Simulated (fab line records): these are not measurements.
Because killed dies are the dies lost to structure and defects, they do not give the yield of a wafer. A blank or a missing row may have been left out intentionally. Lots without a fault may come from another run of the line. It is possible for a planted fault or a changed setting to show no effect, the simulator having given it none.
Split-lot study + flow n5-finfet + on a route of 1938 steps: 7 lots, 39 wafers read

ABOUT THE SPLIT
At N5_PMOS_HMC_CHANNEL_EPI_DEVELOP_08 (develop time 30 s), the setting develop-time-s was moved away from the recipe's 30 s on 15 of the 39 wafers read, by -58.3% to +54.9%. All remaining wafers had this setting at the recipe value.

Split to reading: the file shows no intervening step.

THE READING
cd-nm at N5_PMOS_HMC_CHANNEL_EPI_CD_MEAS_09, given in nm (cd target 237.4 nm). A value of 236.5 nm with a standard deviation of 1.1 nm is what fault-free wafers of this fab line usually give.

| wafer  | tool, chamber at the split | develop-time-s as run, s | against the recipe | cd-nm, nm | against lot-mates on the recipe |
|--------|----------------------------|--------------------------|--------------------|-----------|---------------------------------|
| L074.1 | litho-track-03, 0          | 30                       | recipe             | 239.7     | -                               |
| L074.2 | litho-track-03, 0          | 30                       | recipe             | 237.7     | -                               |
| L074.3 | litho-track-03, 0          | 30                       | recipe             | 238.4     | -                               |
| L074.4 | litho-track-03, 0          | 30                       | recipe             | 237.6     | -                               |
| L074.5 | litho-track-03, 0          | 30                       | recipe             | 237.7     | -                               |
| L074.6 | litho-track-03, 0          | 30                       | recipe             | 236.4     | -                               |
| L076.1 | litho-track-03, 0          | 46.48                    | +54.9%             | 241.1     | +4.5                            |
| L076.2 | litho-track-03, 0          | 46.48                    | +54.9%             | 239.9     | +3.3                            |
| L076.3 | litho-track-03, 0          | 46.48                    | +54.9%             | 239.9     | +3.3                            |
| L076.4 | litho-track-03, 0          | 30                       | recipe             | 237.5     | -                               |
| L076.5 | litho-track-03, 0          | 30                       | recipe             | 236.1     | -                               |
| L076.6 | litho-track-03, 0          | 30                       | recipe             | 236.1     | -                               |
| L077.1 | litho-track-03, 0          | 30                       | recipe             | 235.9     | -                               |
| L077.4 | litho-track-03, 0          | 30                       | recipe             | 237.0     | -                               |
| L077.6 | litho-track-03, 0          | 30                       | recipe             | 235.9     | -                               |
| L080.1 | litho-track-02, 0          | 40.42                    | +34.7%             | 236.7     | +1.2                            |
| L080.2 | litho-track-02, 0          | 40.42                    | +34.7%             | 236.9     | +1.4                            |
| L080.3 | litho-track-02, 0          | 30                       | recipe             | 235.3     | -                               |
| L080.4 | litho-track-02, 0          | 40.42                    | +34.7%             | 237.1     | +1.6                            |
| L080.5 | litho-track-02, 0          | 30                       | recipe             | 235.5     | -                               |
| L080.6 | litho-track-02, 0          | 30                       | recipe             | 235.7     | -                               |
| L091.1 | litho-track-03, 0          | 30                       | recipe             | 235.7     | -                               |
| L091.2 | litho-track-03, 0          | 30                       | recipe             | 237.0     | -                               |
| L091.3 | litho-track-03, 0          | 38.8                     | +29.3%             | 238.3     | +1.9                            |
| L091.4 | litho-track-03, 0          | 38.8                     | +29.3%             | 238.6     | +2.2                            |
| L091.5 | litho-track-03, 0          | 30                       | recipe             | 236.6     | -                               |
| L091.6 | litho-track-03, 0          | 38.8                     | +29.3%             | 238.7     | +2.3                            |
| L092.1 | litho-track-02, 0          | 30                       | recipe             | 236.1     | -                               |
| L092.2 | litho-track-02, 0          | 12.51                    | -58.3%             | 229.3     | -6.2                            |
| L092.3 | litho-track-02, 0          | 30                       | recipe             | 235.6     | -                               |
| L092.4 | litho-track-02, 0          | 12.51                    | -58.3%             | 229.1     | -6.4                            |
| L092.5 | litho-track-02, 0          | 12.51                    | -58.3%             | 228.4     | -7.1                            |
| L092.6 | litho-track-02, 0          | 30                       | recipe             | 234.8     | -                               |
| L096.1 | litho-track-03, 0          | 24.17                    | -19.4%             | 235.4     | -2.0                            |
| L096.2 | litho-track-03, 0          | 30                       | recipe             | 236.7     | -                               |
| L096.3 | litho-track-03, 0          | 30                       | recipe             | 238.4     | -                               |
| L096.4 | litho-track-03, 0          | 24.17                    | -19.4%             | 235.3     | -2.1                            |
| L096.5 | litho-track-03, 0          | 24.17                    | -19.4%             | 235.1     | -2.3                            |
| L096.6 | litho-track-03, 0          | 30                       | recipe             | 237.1     | -                               |

FIT RESULTS
A straight line over all 39 wafers: cd-nm changes by +0.086 nm for each +1% of develop-time-s; r = +0.85; the points scatter about the line by 1.4 nm.
The same after taking each lot's own level away (the mean of its wafers on the recipe; 39 wafers): +0.0853 nm for each +1%; r = +0.94; scatter 0.84 nm.
On that fit, the largest move of develop-time-s shifts the reading by 5 nm.
Across the lots, their own levels run from 235.50 to 237.92 nm, a range of 2.2 times the standard deviation given above.
The two slopes are in agreement: the lot-to-lot level therefore moves the slope only a little.
Check: -5.18 nm against its lot-mates is what the line predicts for one of the wafers moved furthest among these (-58.3%) when that wafer is left out of the fit. It came out at -6.2 nm against them.

OTHER SPLITS APPLIED TO THESE WAFERS
These wafers also went through other splits before the reading. Each is held against what the fit with the lots' levels taken away leaves over:
| other split on the same wafers          | wafers away from the commonest value | r with cd-nm (lot level and that fit taken away) |
|-----------------------------------------|--------------------------------------|--------------------------------------------------|
| N5_ZERO_LAYER_DEVELOP_10 develop-time-s | 15                                   | +0.23                                            |

THE WHOLE CHAIN: every reading that the file lists as answering this split, in the file's order
| step                                  | what it does                                                           | reading                                                                     | change (the file's fit)                | r (the file's) |
|---------------------------------------|------------------------------------------------------------------------|-----------------------------------------------------------------------------|----------------------------------------|----------------|
| N5_PMOS_HMC_CHANNEL_EPI_CD_MEAS_09    | target cd 237.4 nm                                                     | cd-nm                                                                       | +0.0835 nm for each +1% of the setting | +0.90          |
| N5_PMOS_HMC_CHANNEL_EPI_DESCUM_14     | chemistry O2, time 7.9 s                                               | PMOS_HMC_CHANNEL_EPI.cd-nm (the simulator's own value, which no gauge read) | +0.0833 nm for each +1% of the setting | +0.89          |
| N5_PMOS_HMC_CHANNEL_EPI_ETCH_32       | etches BARC in N2/H2, stops on SiO2, target depth 85.8 nm, time 50.3 s | PMOS_HMC_CHANNEL_EPI.cd-nm (the simulator's own value, which no gauge read) | +0.0805 nm for each +1% of the setting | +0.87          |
| N5_PMOS_HMC_CHANNEL_EPI_FIN_RECESS_16 | chemistry HBr/Cl2, target Si, target depth 54 nm, time 18 s            | PMOS_HMC_CHANNEL_EPI.cd-nm (the simulator's own value, which no gauge read) | +0.0803 nm for each +1% of the setting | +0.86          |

THE FILE'S OWN FIT
cd-nm changes by +0.0835 nm for each +1% of develop-time-s, r = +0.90.
